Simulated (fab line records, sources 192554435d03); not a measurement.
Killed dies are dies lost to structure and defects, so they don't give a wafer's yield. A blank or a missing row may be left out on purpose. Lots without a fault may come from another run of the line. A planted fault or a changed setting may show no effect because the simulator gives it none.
Which tool did it? | flow n5_finfet | 10 lots, 30 wafers sampled, at 5 steps of a route of 1938

WHAT THE GAUGES READ, wafer by wafer
N5_WELL_APT_CD_MEAS_08: target cd 200 nm. Usual: cd_nm 199.4 nm, standard deviation 1.6.
lot  | measured    | on        | cd_nm (nm)        | flag
L401 | day 1 19:50 | cd_sem-02 | 203.2 201.2 201.2 |
L403 | day 2 07:45 | cd_sem-02 | 198.1 200.2 199.2 |
L408 | day 3 13:34 | cd_sem-01 | 197.7 200.9 197.7 |
L411 | day 4 07:46 | cd_sem-02 | 200.2 199.5 199.6 |
L412 | day 4 13:52 | cd_sem-03 | 201.0 199.1 202.2 |
L413 | day 4 19:49 | cd_sem-02 | 201.4 199.8 200.4 |
L417 | day 5 19:39 | cd_sem-03 | 196.8 196.5 197.8 |
L419 | day 6 07:43 | cd_sem-02 | 200.6 197.7 197.5 |
L422 | day 7 01:41 | cd_sem-01 | 195.6 197.7 195.7 |
L423 | day 7 08:31 | cd_sem-01 | 201.4 199.5 199.8 |

N5_BEOL_M4_RC_MEAS_101. Usual: DIBL_N 36.1 mV/V, standard deviation 1.6; DIBL_P 35.8 mV/V, standard deviation 2.1; IOFF_N 0.16 nA/um, standard deviation 0.031; IOFF_P 0.21 nA/um, standard deviation 0.034; ION_N 673 uA/um, standard deviation 12; ION_P 461 uA/um, standard deviation 7.2; SS_N 71.4 mV/dec, standard deviation 0.59; SS_P 73.3 mV/dec, standard deviation 0.63; VT_N 250 mV, standard deviation 3.1; VT_P -250 mV, standard deviation 3.3.
lot  | measured     | on        | DIBL_N (mV/V)  | DIBL_P (mV/V)  | IOFF_N (nA/um) | IOFF_P (nA/um) | ION_N (uA/um) | ION_P (uA/um) | SS_N (mV/dec)  | SS_P (mV/dec)  | VT_N (mV)   | VT_P (mV)      | flag
L401 | day 8 07:31  | prober-01 | 35.3 38.5 36.4 | 35.4 38.8 37.1 | 0.15 0.21 0.16 | 0.19 0.24 0.23 | 674 687 674   | 457 461 465   | 71.6 72.6 71.7 | 73.0 73.6 73.4 | 249 245 250 | -251 -249 -247 |
L403 | day 8 12:54  | prober-02 | 34.4 36.0 36.2 | 35.0 36.9 36.9 | 0.13 0.16 0.16 | 0.17 0.21 0.20 | 658 686 670   | 451 467 457   | 70.6 71.6 71.4 | 73.4 73.6 73.9 | 253 250 250 | -252 -251 -253 |
L408 | day 10 12:10 | prober-01 | 38.0 37.3 36.9 | 38.3 35.4 35.4 | 0.17 0.14 0.14 | 0.26 0.21 0.21 | 679 660 664   | 480 458 462   | 72.0 71.1 71.9 | 73.9 73.1 72.7 | 250 249 253 | -244 -249 -248 |
L411 | day 11 06:13 | prober-01 | 34.2 34.6 36.7 | 34.8 36.0 36.9 | 0.14 0.15 0.18 | 0.20 0.21 0.21 | 666 688 687   | 463 478 471   | 70.9 71.3 71.7 | 72.3 72.5 73.6 | 250 248 247 | -249 -250 -254 |
L412 | day 11 10:46 | prober-01 | 36.6 36.2 33.7 | 36.1 34.7 32.1 | 0.16 0.15 0.12 | 0.22 0.19 0.16 | 667 665 658   | 463 457 448   | 71.8 71.3 70.5 | 73.7 72.7 72.8 | 249 253 252 | -248 -249 -251 |
L413 | day 11 15:33 | prober-01 | 37.8 34.7 35.8 | 38.7 34.4 36.0 | 0.20 0.13 0.15 | 0.28 0.20 0.23 | 680 676 672   | 468 463 462   | 71.4 71.5 71.4 | 73.7 73.3 73.7 | 248 253 249 | -247 -250 -250 |
L417 | day 14 08:28 | prober-01 | 36.0 35.1 37.1 | 35.9 33.0 36.0 | 0.17 0.16 0.18 | 0.24 0.19 0.23 | 672 687 669   | 463 470 461   | 71.7 71.0 71.3 | 73.3 72.7 73.4 | 250 248 246 | -246 -250 -248 |
L419 | day 12 20:27 | prober-01 | 34.9 34.4 35.2 | 34.4 33.1 34.6 | 0.14 0.12 0.13 | 0.20 0.17 0.20 | 658 654 660   | 457 450 454   | 71.2 70.5 71.1 | 72.8 72.2 73.1 | 252 254 251 | -249 -253 -250 |
L422 | day 13 13:10 | prober-02 | 33.8 39.8 37.5 | 31.7 39.0 36.7 | 0.11 0.26 0.18 | 0.18 0.31 0.27 | 650 699 690   | 464 474 471   | 70.8 71.7 71.7 | 71.4 73.9 73.3 | 253 241 244 | -249 -241 -244 |
L423 | day 13 22:20 | prober-02 | 34.9 35.4 36.7 | 36.0 36.3 38.3 | 0.16 0.17 0.21 | 0.20 0.21 0.24 | 682 674 688   | 463 461 463   | 71.6 71.3 72.0 | 73.4 74.2 73.9 | 248 248 242 | -247 -248 -248 |

WHICH TOOL RAN EACH LOT (tool, then ch and the chambers of the sampled wafers, then the start)
lot  | N5_ZERO_LAYER_PECVD_02         | N5_ZERO_LAYER_STRIP_24              | N5_WELL_APT_RTA_34
L401 | pecvd-01 ch 0,1, day 1 18:17   | plasma_asher-02 ch 0,1, day 1 19:03 | rtp_anneal-02 ch 0, day 1 22:10
L403 | pecvd-04 ch 0,1, day 2 06:28   | plasma_asher-02 ch 0,1, day 2 07:05 | rtp_anneal-01 ch 0, day 2 09:44
L408 | pecvd-03 ch 0,2, day 3 12:17   | plasma_asher-02 ch 0, day 3 12:53   | rtp_anneal-01 ch 0, day 3 15:49
L411 | pecvd-03 ch 0,1,2, day 4 06:17 | plasma_asher-02 ch 0,1, day 4 07:06 | rtp_anneal-02 ch 0, day 4 09:46
L412 | pecvd-01 ch 0,1,2, day 4 12:18 | plasma_asher-02 ch 0,1, day 4 13:04 | rtp_anneal-01 ch 0, day 4 15:58
L413 | pecvd-04 ch 0,2, day 4 18:17   | plasma_asher-01 ch 0,1, day 4 19:08 | rtp_anneal-01 ch 0, day 4 22:01
L417 | pecvd-04 ch 0,2, day 5 18:17   | plasma_asher-01 ch 0,1, day 5 19:00 | rtp_anneal-02 ch 0, day 5 21:47
L419 | pecvd-03 ch 0,2, day 6 06:17   | plasma_asher-02 ch 0,1, day 6 07:04 | rtp_anneal-02 ch 0, day 6 10:48
L422 | pecvd-03 ch 0,1,2, day 7 00:17 | plasma_asher-02 ch 0,1, day 7 01:01 | rtp_anneal-02 ch 0, day 7 04:01
L423 | pecvd-03 ch 0,1, day 7 06:17   | plasma_asher-01 ch 0,1, day 7 07:45 | rtp_anneal-01 ch 0, day 7 11:13
- N5_ZERO_LAYER_PECVD_02: deposits SiO2 from SiH4/N2O, target thk 10 nm, time 6 s.
- N5_ZERO_LAYER_STRIP_24: strips in O2.
- N5_WELL_APT_RTA_34: time 10 s.

WHAT THE TOOLS THEMSELVES READ (means of the sampled wafers that have a number; where no wafer has one, the mark that the record gives instead)
N5_ZERO_LAYER_PECVD_02. Usual: heater_power_w 849 W, standard deviation 66; showerhead_plenum_p_Torr 8.12 Torr, standard deviation 0.073.
lot  | tool     | heater_power_w (W) | showerhead_plenum_p_Torr (Torr) | flag
L401 | pecvd-01 | 816                | 8.05                            |
L403 | pecvd-04 | 840                | 8.15                            |
L408 | pecvd-03 | 942                | 8.09                            |
L411 | pecvd-03 | 848                | 8.12                            |
L412 | pecvd-01 | 854                | 8.15                            |
L413 | pecvd-04 | 799                | 8.06                            |
L417 | pecvd-04 | 767                | 8.06                            |
L419 | pecvd-03 | 867                | 8.10                            |
L422 | pecvd-03 | 874                | 8.12                            |
L423 | pecvd-03 | 856                | 8.09                            |

N5_ZERO_LAYER_STRIP_24. Usual: chamber_pressure_mTorr 1000.0 mTorr, standard deviation 0.88; drypump_motor_current_A 5.29 A, standard deviation 0.27; heater_power_w 356 W, standard deviation 15; o2_flow_sccm 6747 sccm, standard deviation 20; oes_product_au 0.647 a.u., standard deviation 0.0041; strip_time_to_endpoint_s 43.85 s, standard deviation 0.08.
lot  | tool            | chamber_pressure_mTorr (mTorr) | drypump_motor_current_A (A) | heater_power_w (W) | o2_flow_sccm (sccm) | oes_product_au (a.u.) | strip_time_to_endpoint_s (s) | flag
L401 | plasma_asher-02 | 999.9                          | 5.04                        | 361                | 6753                | 0.651                 | 43.89                        |
L403 | plasma_asher-02 | 1000.4                         | 5.09                        | 362                | 6758                | 0.640                 | 43.87                        |
L408 | plasma_asher-02 | 999.7                          | 4.97                        | 353                | 6717                | 0.644                 | 43.81                        |
L411 | plasma_asher-02 | -                              | -                           | -                  | -                   | -                     | -                            | OFF
L412 | plasma_asher-02 | -                              | -                           | -                  | -                   | -                     | -                            | OFF
L413 | plasma_asher-01 | -                              | -                           | -                  | -                   | -                     | -                            | OFF
L417 | plasma_asher-01 | 999.4                          | 5.53                        | 337                | 6744                | 0.649                 | 43.87                        |
L419 | plasma_asher-02 | 1000.6                         | 5.08                        | 361                | 6732                | 0.646                 | 43.84                        |
L422 | plasma_asher-02 | 1000.3                         | 5.04                        | 354                | 6759                | 0.646                 | 43.95                        |
L423 | plasma_asher-01 | 999.6                          | 5.61                        | 350                | 6733                | 0.646                 | 43.91                        |

N5_WELL_APT_RTA_34. Usual: lamp_power_pct 13.00 %, standard deviation 0.056; lamp_zone_5_pct 12.999 %, standard deviation 0.024; wafer_temp_C_max 1003.5, standard deviation 1.1.
lot  | tool          | lamp_power_pct (%) | lamp_zone_5_pct (%) | wafer_temp_C_max | flag
L401 | rtp_anneal-02 | 12.99              | 13.004              | 1003.6           |
L403 | rtp_anneal-01 | 12.98              | 13.018              | 1003.0           |
L408 | rtp_anneal-01 | 12.97              | 13.003              | 1003.8           |
L411 | rtp_anneal-02 | 12.99              | 13.004              | 1003.3           |
L412 | rtp_anneal-01 | 12.99              | 12.984              | 1003.4           |
L413 | rtp_anneal-01 | 12.98              | 12.996              | 1003.6           |
L417 | rtp_anneal-02 | 13.04              | 12.988              | 1002.9           |
L419 | rtp_anneal-02 | 12.99              | 12.993              | 1003.5           |
L422 | rtp_anneal-02 | 13.00              | 12.980              | 1003.5           |
L423 | rtp_anneal-01 | 12.96              | 12.991              | 1002.9           |

THE ANSWER, worked out from the rows above alone
Rule: a lot is off if the mean of its wafers that have a number lies more than 3 standard deviations from the usual mean. A lot without any number at a reading at which 4 lots or more have one is off too. The other lots that the step has rows for count as sound. The gauges are gone through in route order, then the tools' own readings, and for those a lot's mean is taken as printed above. The first step at which some lot is off is used, and at that step the reading that is off furthest; a lot without a number counts as furthest.
Off: L411, L412, L413, at N5_ZERO_LAYER_STRIP_24 (chamber_pressure_mTorr). Without a number there: L411, L412, L413.
A tool fits if, at that step or a process step before it, it ran every lot that is off, and no sound lot after the first of them. None of those tried fits.

WHAT THE SIMULATOR HAD PUT IN
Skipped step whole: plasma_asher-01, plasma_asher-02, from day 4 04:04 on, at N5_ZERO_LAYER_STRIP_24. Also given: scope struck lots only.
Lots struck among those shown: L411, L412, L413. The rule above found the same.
